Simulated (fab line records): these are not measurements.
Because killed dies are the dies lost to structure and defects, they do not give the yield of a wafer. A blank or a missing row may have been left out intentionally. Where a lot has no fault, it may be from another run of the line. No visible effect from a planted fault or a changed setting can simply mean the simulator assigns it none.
Split-lot study || flow n5-finfet || route with 1938 steps; 7 lots, 21 wafers read

== SPLIT DETAILS ==
At N5_BEOL_M9_TRENCH_ETCH_37 (etches SiCOH lowk in C4F6/O2, target depth 151.43 nm, time 49 s), the setting bias-w was moved away from the recipe's 185 W on 2 of the 21 wafers read, by +9.2% to +14.4%. For the rest of the wafers, this setting stayed at what the recipe calls for.

The reading is taken at the split's own step.

== THE READING ==
rf-vpp-V, in V, at N5_BEOL_M9_TRENCH_ETCH_37 (etches SiCOH lowk in C4F6/O2, target depth 151.43 nm, time 49 s). Fault-free wafers of this fab line usually give 664 V, standard deviation 6.7 V.

{"wafer": "L080.1", "tool, chamber at the split": "rie-diel-03, 2", "bias-w as run, W": 185, "against the recipe": "recipe", "rf-vpp-V, V": 659, "against lot-mates on the recipe": "-"}
{"wafer": "L080.3", "tool, chamber at the split": "rie-diel-03, 0", "bias-w as run, W": 185, "against the recipe": "recipe", "rf-vpp-V, V": 664, "against lot-mates on the recipe": "-"}
{"wafer": "L080.5", "tool, chamber at the split": "rie-diel-03, 2", "bias-w as run, W": 185, "against the recipe": "recipe", "rf-vpp-V, V": 661, "against lot-mates on the recipe": "-"}
{"wafer": "L083.4", "tool, chamber at the split": "rie-diel-04, 0", "bias-w as run, W": 185, "against the recipe": "recipe", "rf-vpp-V, V": 665, "against lot-mates on the recipe": "-"}
{"wafer": "L083.5", "tool, chamber at the split": "rie-diel-04, 0", "bias-w as run, W": 185, "against the recipe": "recipe", "rf-vpp-V, V": 667, "against lot-mates on the recipe": "-"}
{"wafer": "L083.6", "tool, chamber at the split": "rie-diel-04, 3", "bias-w as run, W": 185, "against the recipe": "recipe", "rf-vpp-V, V": 661, "against lot-mates on the recipe": "-"}
{"wafer": "L086.4", "tool, chamber at the split": "rie-diel-04, 3", "bias-w as run, W": 185, "against the recipe": "recipe", "rf-vpp-V, V": 662, "against lot-mates on the recipe": "-"}
{"wafer": "L086.5", "tool, chamber at the split": "rie-diel-04, 3", "bias-w as run, W": 185, "against the recipe": "recipe", "rf-vpp-V, V": 663, "against lot-mates on the recipe": "-"}
{"wafer": "L086.6", "tool, chamber at the split": "rie-diel-04, 2", "bias-w as run, W": 185, "against the recipe": "recipe", "rf-vpp-V, V": 660, "against lot-mates on the recipe": "-"}
{"wafer": "L090.2", "tool, chamber at the split": "rie-diel-02, 1", "bias-w as run, W": 185, "against the recipe": "recipe", "rf-vpp-V, V": 654, "against lot-mates on the recipe": "-"}
{"wafer": "L090.3", "tool, chamber at the split": "rie-diel-02, 3", "bias-w as run, W": 185, "against the recipe": "recipe", "rf-vpp-V, V": 672, "against lot-mates on the recipe": "-"}
{"wafer": "L090.4", "tool, chamber at the split": "rie-diel-02, 2", "bias-w as run, W": 185, "against the recipe": "recipe", "rf-vpp-V, V": 659, "against lot-mates on the recipe": "-"}
{"wafer": "L093.1", "tool, chamber at the split": "rie-diel-04, 1", "bias-w as run, W": 185, "against the recipe": "recipe", "rf-vpp-V, V": 675, "against lot-mates on the recipe": "-"}
{"wafer": "L093.2", "tool, chamber at the split": "rie-diel-04, 2", "bias-w as run, W": 202, "against the recipe": "+9.2%", "rf-vpp-V, V": 707, "against lot-mates on the recipe": "+38"}
{"wafer": "L093.5", "tool, chamber at the split": "rie-diel-04, 0", "bias-w as run, W": 185, "against the recipe": "recipe", "rf-vpp-V, V": 663, "against lot-mates on the recipe": "-"}
{"wafer": "L096.1", "tool, chamber at the split": "rie-diel-03, 2", "bias-w as run, W": 185, "against the recipe": "recipe", "rf-vpp-V, V": 660, "against lot-mates on the recipe": "-"}
{"wafer": "L096.2", "tool, chamber at the split": "rie-diel-03, 0", "bias-w as run, W": 185, "against the recipe": "recipe", "rf-vpp-V, V": 666, "against lot-mates on the recipe": "-"}
{"wafer": "L096.3", "tool, chamber at the split": "rie-diel-03, 1", "bias-w as run, W": 185, "against the recipe": "recipe", "rf-vpp-V, V": 666, "against lot-mates on the recipe": "-"}
{"wafer": "L097.3", "tool, chamber at the split": "rie-diel-04, 3", "bias-w as run, W": 211.6, "against the recipe": "+14.4%", "rf-vpp-V, V": 735, "against lot-mates on the recipe": "+68"}
{"wafer": "L097.4", "tool, chamber at the split": "rie-diel-04, 1", "bias-w as run, W": 185, "against the recipe": "recipe", "rf-vpp-V, V": 675, "against lot-mates on the recipe": "-"}
{"wafer": "L097.5", "tool, chamber at the split": "rie-diel-04, 2", "bias-w as run, W": 185, "against the recipe": "recipe", "rf-vpp-V, V": 659, "against lot-mates on the recipe": "-"}

THE FIT
A straight line over all 21 wafers: rf-vpp-V changes by +4.89 V for each +1% of bias-w; r = +0.96; the points scatter about the line by 5.4 V.
The same after taking each lot's own level away (the mean of its wafers on the recipe; 21 wafers): +4.56 V for each +1%; r = +0.96; scatter 4.9 V.
On that fit, the largest move of bias-w shifts the reading by 66 V.
Across the lots, their own levels run from 661.3 to 669.0 V, a range of 1.1 times the standard deviation given above.
So the lot-to-lot level changes the slope little: the two slopes agree.
Check: with one of the wafers moved furthest among these (+14.4%) left out of the fit, the line predicts +59.5 V for it against its lot-mates. It came out at +68 V against them.
Tool readings at the split's step, against how far the setting was moved: rf-vpp-V r = +0.96.

== THE FILE'S OWN FIT ==
rf-vpp-V changes by +4.55 V for each +1% of bias-w, r = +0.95.
